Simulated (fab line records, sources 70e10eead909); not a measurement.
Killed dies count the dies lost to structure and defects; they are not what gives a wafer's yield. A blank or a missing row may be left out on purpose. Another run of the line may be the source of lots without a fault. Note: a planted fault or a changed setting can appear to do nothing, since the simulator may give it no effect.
Struck lot and sound lot, side by side || flow nandHarc || 19 steps out of a route of 1302
Sound: the wafers L310.2, L310.4, L310.6. Wafers L315.3, L315.4, L315.6 were the ones struck. The cause is named last.
Order at every step that has rows: each side's tool, ch and its chambers, its first start. Under that, the readings that differ: sound wafers || struck wafers || difference of the means || sigmas: that difference in standard deviations of wafers without a fault.
alike: same words and numbers on both sides, and readings whose means sit less than 2 such deviations apart. not compared: any withheld reading, any reading some wafer has no value for, any bound like >300 that may hide the same value, and any number with overlapping values for which the record gives no deviation.
The two part at a step that has a row with sigmas, a row that says differs or no value, or rows on one side only. Numbers that have no deviation but don't overlap get no sigmas and don't part them. A reading that every wafer of one side lacks parts them only if that side has two wafers or more.

NHARC_A_M1_INSPECT_11:
  sound on defectInspect-01, day 26 22:29; struck on defectInspect-02, day 27 21:31
{"reading": "rawDefectCount", "sound": "38 37 36", "struck": "134 165 127", "difference": "+105", "sigmas": "+3"}
then, 3 steps without rows for these wafers: NHARC_A_M1_DESCUM_14 (chemistry O2, time 3 s); NHARC_A_M1_ETCH_35 (etches the open film in N2/H2, target depth 40 nm, overetch 12 nm, time 43.94 s); NHARC_A_M1_ETCH_15 (etches the open film in C4F8/Ar, target depth 182.5 nm, time 91.2 s).
NHARC_A_M1_CD_MEAS_16:
  sound on cdSem-01, day 26 22:51; struck on cdSem-02, day 27 21:53
  alike: cdNm
then, 1 step without rows for these wafers: NHARC_A_M1_STRIP_18 (strips in N2/H2).
NHARC_A_M1_ETCH_28: etches the open film in CF4/N2, target depth 30 nm, time 72.99 s.
  sound on rieDiel-01 ch 0,3; struck on rieDiel-07 ch 0,1
  alike: biasW, drypumpMotorCurrentA, mfcArSccm, oesProductAu, rfVppV, showerheadPlenumPTorr, throttleValvePct
  not compared: rfHoursCounterH
then, 1 step without rows for these wafers: NHARC_A_M1_STRIP_19 (strips in post etch residue remover, time 600 s).
NHARC_A_M1_DEGAS_29: time 60 s.
  sound on pvdSputter-03, day 26 23:35; struck on pvdSputter-03, day 27 22:39
  alike: heaterPowerW
then, 2 steps without rows for these wafers: NHARC_A_M1_PRE_CLEAN_30 (time 30 s); NHARC_A_M1_PVD_20 (deposits TaN, target thk 5 nm, time 8.06 s).
NHARC_A_M1_PVD_21: deposits Cu, target thk 30 nm, time 20.49 s.
  sound on pvdSputter-03; struck on pvdSputter-03
  alike: throttleValvePct
NHARC_A_M1_ECD_22: material Cu, target thk 400 nm.
  sound on ecdCu-02 ch 0,1, day 26 23:59; struck on ecdCu-01 ch 0,1, day 27 23:07
then, 1 step without rows for these wafers: NHARC_A_M1_ANNEAL_31 (time 90 s).
NHARC_A_M1_CMP_23: polishes, t overpolish 20 s, target thk 154.34 nm.
  sound on cmp-01 ch 1,3, day 27 00:41; struck on cmp-02 ch 1,2,3, day 27 23:46
{"reading": "timeToEndpointS (s)", "sound": "26.2 24.5 28.1", "struck": "34.4 30.0 28.9", "difference": "+4.8", "sigmas": "+2"}
  alike: motorCurrentA
  not compared: padLifeWafers
NHARC_A_M1_THK_MEAS_24: measures by xrf.
  sound on filmMetro-02, day 27 00:58; struck on filmMetro-01, day 28 00:03
  alike: thkNm
then, 1 step without rows for these wafers: NHARC_A_M1_SRD_25.
NHARC_A_M1_PRE_CLEAN_32: time 12 s.
  sound on pecvd-04 ch 0,1, day 27 01:16; struck on pecvd-04 ch 1,2, day 28 02:41
{"reading": "hold", "sound": "- - -", "struck": "awaitDispo/2.2h/release awaitDispo/2.2h/release awaitDispo/2.2h/release", "difference": "no value on the sound wafers", "sigmas": ""}
  alike: heaterPowerW
NHARC_END_SORT_01:
  sound on prober-02 ch 0, day 28 10:45; struck on prober-01 ch 0, day 29 15:44
{"reading": "defectLimitedYield (%)", "sound": "94.2 95.3 94.1", "struck": "34.1 34.0 39.6", "difference": -58.6, "sigmas": -22}
{"reading": "killedAtArray", "sound": "36 31 35", "struck": "443 441 408", "difference": "+397", "sigmas": "+22"}
{"reading": "killedDies", "sound": "39 32 40", "struck": "446 447 409", "difference": "+397", "sigmas": "+22"}
  alike: killedAtOther, killedAtPeriphery, killedOpen, killedShort

WHERE THEY PART
At NHARC_A_M1_INSPECT_11 first; at NHARC_END_SORT_01 last (within this record only).

WHY: what the simulator had put in
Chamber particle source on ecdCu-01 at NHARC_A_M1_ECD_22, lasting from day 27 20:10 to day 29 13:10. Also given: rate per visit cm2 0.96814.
